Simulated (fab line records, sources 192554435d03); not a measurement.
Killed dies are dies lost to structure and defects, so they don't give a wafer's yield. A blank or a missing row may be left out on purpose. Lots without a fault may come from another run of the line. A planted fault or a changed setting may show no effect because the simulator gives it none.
Chamber matching | flow n5_finfet | N5_BEOL_M14_STRIP_37 on rie_diel-06: 4 sister chambers
The step strips in O2. 4 wafers are shown with their chamber, then 11 later ones without.

WAFERS WITH THEIR CHAMBER
wafer  | chamber | throttle_valve_pct (%)
L088.2 | 2       | 16.38
L088.5 | 0       | 16.63
L088.6 | 1       | 16.96
L091.2 | 3       | 16.88

WAFERS WITHOUT THEIR CHAMBER
wafer  | throttle_valve_pct (%)
L091.4 | 16.97
L091.5 | 16.96
L095.3 | 16.68
L095.4 | 16.97
L095.5 | 16.86
L094.1 | 16.99
L094.2 | 16.88
L094.3 | 16.67
L094.4 | 16.88
L094.5 | 16.99
L094.6 | 16.67

WHICH CHAMBER EACH WENT THROUGH
wafer  | from the rows above | in truth
L091.4 | 1                   | 1
L091.5 | 1                   | 1
L095.3 | 0                   | 0
L095.4 | 1                   | 1
L095.5 | 3                   | 3
L094.1 | 1                   | 1
L094.2 | 3                   | 3
L094.3 | 0                   | 0
L094.4 | 3                   | 3
L094.5 | 1                   | 1
L094.6 | 0                   | 0
Placed correctly: 11 of 11. Can't be placed from these rows: 0. Placed wrongly: 0.
How it was worked out, from the rows above alone: a wafer's distance from a chamber is the root of the sum, over the readings, of the square of ((its reading less the chamber's mean) divided by the reading's scatter). The wafer belongs to the nearest chamber; if the next one is less than 2 further off, it can't be placed. A chamber's mean is the mean of its shown wafers. The scatter: with one shown wafer a chamber, the root of the mean of the squares of how far each hidden wafer lies from its nearest shown one.
